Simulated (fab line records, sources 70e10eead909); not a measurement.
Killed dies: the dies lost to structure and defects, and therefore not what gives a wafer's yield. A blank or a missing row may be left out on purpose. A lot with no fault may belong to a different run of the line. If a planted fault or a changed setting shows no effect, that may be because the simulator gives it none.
A struck lot beside a sound one | flow nandHarc | 23 out of 1302 route steps
Sound: the wafers L861.2, L861.3, L861.4. The struck wafers were L872.2, L872.3, L872.4. Last of all comes the cause.
Each step with rows lists, per side, the tool, then ch with its chambers, then its first start. Under that, the readings that differ: sound wafers | struck wafers | difference of the means | sigmas: that difference in standard deviations of wafers without a fault.
alike: readings whose means differ by less than 2 such deviations, and words and numbers that are the same on both sides. not compared: withheld readings, readings that some wafer has no value for, bounds like >300 that may hide the same value, and numbers for which the record gives no deviation and whose values overlap.
The two part at a step that has a row with sigmas, a row that says differs or no value, or rows on one side only. Numbers that don't overlap but have no deviation are shown without sigmas and don't part them. Lack of a reading on every wafer of one side parts them only where that side has two or more wafers.

NHARC_A_M0_INSPECT_27:
  sound on defectInspect-01 at day 23 16:55; struck on defectInspect-02 at day 28 21:52
  alike: rawDefectCount
NHARC_A_M0_PRE_CLEAN_31: time 12 s.
  sound on pecvd-04 ch 0,2, day 23 16:59; struck on pecvd-04 ch 0,1,2, day 28 21:56
  alike: heaterPowerW
  not compared: sinceWetCleanH
NHARC_A_M0_DEP_32: deposits SiCN, target thk 30 nm.
  sound on pecvd-04 ch 0,2, day 23 17:04; struck on pecvd-04 ch 0,1,2, day 28 22:01
  alike: heaterPowerW
  not compared: sinceWetCleanH
then, 8 steps without rows for these wafers: NHARC_A_M1_DEP_00 (deposits SiOC, target thk 182.5 nm); NHARC_A_M1_DEHYDRATE_01 (time 120 s); NHARC_A_M1_HMDS_02 (time 30 s); NHARC_A_M1_COAT_34 (time 65 s); NHARC_A_M1_COAT_03 (resist thk 90 nm); NHARC_A_M1_SOFTBAKE_04 (time 55 s); NHARC_A_M1_EBR_05; NHARC_A_M1_EXPOSE_06 (exposes mask A M1, target cd 120 nm).
NHARC_A_M1_PEB_07: peb time 65 s.
  sound on lithoTrack-06 ch 0, day 23 18:13; struck on lithoTrack-01 ch 0, day 28 23:10
reading               | sound               | struck            | difference | sigmas
heaterPowerTotalW (W) | 157.0 157.1 156.3   | 149.6 149.4 149.4 | -7.3       | -17
plateTempC (C)        | 100.00 99.96 100.03 | 96.60 96.47 96.66 | -3.42      | -26
  alike: resistLineTempC
then, 1 step without rows for these wafers: NHARC_A_M1_DEVELOP_08 (develop time 35 s).
NHARC_A_M1_CD_MEAS_09 targets a cd of 120 nm.
  sound on cdSem-01 ch 0, day 23 18:18; struck on cdSem-03 ch 0, day 28 23:15
reading   | sound             | struck            | difference | sigmas
cdNm (nm) | 120.3 120.1 120.0 | 107.6 106.4 107.2 | -13.1      | -26
NHARC_A_M1_OVL_MEAS_10: pitch 240 nm.
  sound on overlay-02 at day 23 18:23; struck on overlay-02 at day 28 23:20
reading         | sound       | struck         | difference | sigmas
overlayXNm (nm) | 0.3 0.8 1.0 | -0.6 -0.8 -1.4 | -1.6       | -2
  alike: overlayYNm
NHARC_A_M1_INSPECT_11:
  sound on defectInspect-01 at day 23 18:25; struck on defectInspect-02 at day 28 23:23
  alike: rawDefectCount
NHARC_A_M1_DESCUM_14: chemistry O2, time 3 s.
  sound on rieDiel-02 ch 0,1,2, day 23 18:29; struck on rieDiel-02 ch 1,2,3, day 28 23:26
reading              | sound           | struck          | difference | sigmas
rfHoursCounterH (h)  | 3.8 3.5 4.1     | 2.7 1.7 2.6     | -1.5       | 
model.A_M1.cdNm (nm) | 120 120.3 120.3 | 107.1 107 107.3 | -13.1      | 
  alike: drypumpMotorCurrentA, oesProductAu, rfVppV, showerheadPlenumPTorr, throttleValvePct
NHARC_A_M1_ETCH_35: etches the open film in N2/H2, target depth 40 nm, overetch 12 nm, time 43.94 s.
  sound on rieDiel-02 ch 0,2,3, day 23 18:34; struck on rieDiel-02 ch 0,1,3, day 28 23:31
reading             | sound       | struck      | difference | sigmas
rfHoursCounterH (h) | 3.3 3.5 3.8 | 2.7 1.7 2.5 | -1.2       | 
  alike: drypumpMotorCurrentA, mfcArSccm, oesProductAu, rfVppV, showerheadPlenumPTorr, throttleValvePct
NHARC_A_M1_ETCH_15: etches the open film in C4F8/Ar, target depth 182.5 nm, time 91.2 s.
  sound on rieDiel-02 ch 0,1,2; struck on rieDiel-02 ch 0,1,3
reading             | sound       | struck      | difference | sigmas
rfHoursCounterH (h) | 3.5 3.8 4.1 | 2.8 2.5 1.7 | -1.5       | 
  alike: oesProductAu, rfVppV
NHARC_A_M1_CD_MEAS_16:
  sound on cdSem-01 at day 23 18:47; struck on cdSem-03 at day 28 23:45
reading   | sound             | struck            | difference | sigmas
cdNm (nm) | 119.9 120.1 120.2 | 107.2 107.2 107.8 | -12.7      | -21
NHARC_A_M1_STRIP_18: strips in N2/H2.
  sound on rieDiel-01 ch 0,2,3, day 23 18:52; struck on rieDiel-01 ch 1,2,3, day 28 23:49
reading             | sound        | struck      | difference | sigmas
rfHoursCounterH (h) | 10.1 8.6 9.7 | 6.4 6.1 6.2 | -3.2       | 
  alike: drypumpMotorCurrentA, mfcArSccm, oesProductAu, rfVppV, showerheadPlenumPTorr, throttleValvePct
NHARC_A_M1_ETCH_28: etches the open film in CF4/N2, target depth 30 nm, time 72.99 s.
  sound on rieDiel-01 ch 0,2,3; struck on rieDiel-01 ch 0,2,3
reading              | sound           | struck          | difference | sigmas
rfHoursCounterH (h)  | 9.8 8.7 10.1    | 5.7 6.2 6.2     | -3.5       | 
model.A_M1.cdNm (nm) | 120 119.7 120.2 | 108 107.8 108.6 | -12        | 
  alike: cf4FlowSccm, drypumpMotorCurrentA, mfcArSccm, oesProductAu, rfVppV, showerheadPlenumPTorr, throttleValvePct
then, 1 step without rows for these wafers: NHARC_A_M1_STRIP_19 (strips in post etch residue remover, time 600 s).

## WHERE THEY PART
Last at NHARC_A_M1_CD_MEAS_16 as far as this record goes, first at NHARC_A_M1_PEB_07. Later steps at which nothing parts them and some readings are alike: NHARC_A_M1_STRIP_18, NHARC_A_M1_ETCH_28.

WHY: the cause the simulator had injected
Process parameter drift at NHARC_A_M1_PEB_07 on lithoTrack-01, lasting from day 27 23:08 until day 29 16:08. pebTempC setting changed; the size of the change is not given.
